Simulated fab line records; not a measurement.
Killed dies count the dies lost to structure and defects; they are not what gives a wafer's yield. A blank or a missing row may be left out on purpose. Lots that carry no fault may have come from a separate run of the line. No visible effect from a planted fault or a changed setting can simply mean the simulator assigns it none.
A lot that was struck, set against a sound lot | flow n5_finfet | 35 steps out of a route of 1938
Sound: these wafers, L280.1, L280.3, L280.4. Struck: wafer L266.5 (L266.2, L266.3, from the same lot, were not struck and are left out); the cause is given at the end.
Each step with rows lists, per side, the tool, then ch with its chambers, then its first start. Under that, the readings that differ: sound wafers | struck wafers | difference of the means | sigmas: that difference in standard deviations of wafers without a fault.
alike: words and numbers the same on both sides, and readings whose means are apart by under 2 such deviations; not compared: readings that were withheld, readings missing a value for some wafer, numbers with overlapping values and no deviation given by the record, and bounds like >300 which may hide the same value.
A row with sigmas, a row that says differs or no value, or rows on one side alone: a step with any of these is where the two part. Non-overlapping numbers with no deviation appear without sigmas and do not part them. A reading that every wafer of one side lacks parts them only if that side has two wafers or more.

first, 10 steps without rows for these wafers: N5_STI_FIN_REVEAL_PRECLEAN_18 (cleans in SC2, time 45 s); N5_STI_FIN_REVEAL_SRD_28 (time 30 s); N5_DUMMY_GATE_PRECLEAN_00 (cleans in O3/DIW, time 60 s); N5_DUMMY_GATE_SRD_01 (time 30 s); N5_DUMMY_GATE_ALD_02 (deposits SiO2, target thk 2 nm, pulse time 1 s); N5_DUMMY_GATE_CVD_03 (deposits a-Si from SiH4, target thk 150 nm, time 8042 s); N5_DUMMY_GATE_PRECLEAN_46 (cleans in DIW, time 89.5 s); N5_DUMMY_GATE_SRD_47 (dry time 32 s); N5_DUMMY_GATE_CMP_04 (polishes a-Si); N5_DUMMY_GATE_HM_DEP_06 (deposits SiNx from DCS/NH3, target thk 80 nm, time 5141 s).
N5_DUMMY_GATE_PECVD_30: deposits SiO2 from TEOS/O2, target thk 55 nm, time 10.8 s.
  sound on pecvd-01 ch 1,2, day 8 12:06; struck on pecvd-04 ch 1, day 4 23:59
  reading                                       | sound          | struck | difference | sigmas
  model.SiO2_of_DUMMY_GATE_PECVD_30.thk_nm (nm) | 55.2 55.4 55.4 | 75.4   | +20.1      |
then, 22 steps without rows for these wafers: N5_DUMMY_GATE_COAT_34 (time 60 s, resist thk 60 nm); N5_DUMMY_GATE_COAT_35 (time 60 s, resist thk 10 nm); N5_DUMMY_GATE_COAT_28 (time 60 s, resist thk 10 nm); N5_DUMMY_GATE_COAT_09 (resist thk 30 nm); N5_DUMMY_GATE_EBR_11; N5_DUMMY_GATE_SOFTBAKE_10 (time 60 s); N5_DUMMY_GATE_EXPOSE_12 (exposes mask GATE, target cd 25 nm); N5_DUMMY_GATE_PEB_13 (peb time 60 s); N5_DUMMY_GATE_DEVELOP_14 (develop time 30 s); N5_DUMMY_GATE_DESCUM_20 (chemistry O2, time 6.2 s); N5_DUMMY_GATE_ETCH_29 (etches underlayer in N2/H2, target depth 13 nm); N5_DUMMY_GATE_ETCH_36 (etches SiARC in CF4, target depth 13 nm); N5_DUMMY_GATE_ETCH_37 (etches SOC in N2/H2, target depth 60 nm, overetch 30 nm); N5_DUMMY_GATE_STRIP_38 (strips in N2/H2); N5_DUMMY_GATE_STRIP_39 (strips in N2/H2); N5_DUMMY_GATE_TRIM_49 (chemistry O2, time 29 s, target cd 14 nm); N5_DUMMY_GATE_STRIP_40 (strips in CF4); N5_DUMMY_GATE_ETCH_31 (etches SiO2 in C4F6/O2, target depth 82.5 nm, time 27.5 s); N5_DUMMY_GATE_STRIP_41 (strips in O2); N5_DUMMY_GATE_HM_OPEN_21 (chemistry CH3F/O2, target SiNx, target depth 120 nm, time 171.4 s); N5_DUMMY_GATE_ETCH_32 (etches SiO2 in CF4, target depth 3.5 nm, time 3.9 s); N5_DUMMY_GATE_ETCH_23 (etches poly-Si in HBr/Cl2/O2, target depth 41 nm, time 22.3 s).
N5_DUMMY_GATE_ETCH_44: etches poly-Si in HBr/O2, stops on SiO2, target depth 127.5 nm.
  sound on rie_si-02 ch 0,1,2, day 8 13:26; struck on rie_si-02 ch 1, day 5 01:20
  reading                                       | sound          | struck | difference | sigmas
  model.SiO2_of_DUMMY_GATE_PECVD_30.thk_nm (nm) | 38.4 38.6 38.8 | 58.4   | +19.8      |
  alike: HBr_flow_sccm, drypump_motor_current_A, he_backside_leak_sccm, oes_product_au, throttle_valve_pct
  not compared: rf_hours_counter_h
-- here the record skips 5 days between the struck wafers' starts before and after, leaving off in module DUMMY_GATE and picking up in module BEOL_M4 (first step shown: number 1111 of the route) --
N5_BEOL_M4_RC_MEAS_101:
  sound on prober-01 ch 0, day 13 14:38; struck on prober-02 ch 0, day 10 11:01
  reading       | sound             | struck | difference | sigmas
  ION_N (uA/um) | 647 649 657       | 679    | +28        | +3
  VT_N (mV)     | 256.1 256.4 253.4 | 249.0  | -6.3       | -2
  alike: DIBL_N, DIBL_P, IOFF_N, IOFF_P, ION_P, SS_N, SS_P, VT_P

== WHERE THEY PART ==
Within this record, at N5_BEOL_M4_RC_MEAS_101 only.

WHY: the cause the simulator had injected
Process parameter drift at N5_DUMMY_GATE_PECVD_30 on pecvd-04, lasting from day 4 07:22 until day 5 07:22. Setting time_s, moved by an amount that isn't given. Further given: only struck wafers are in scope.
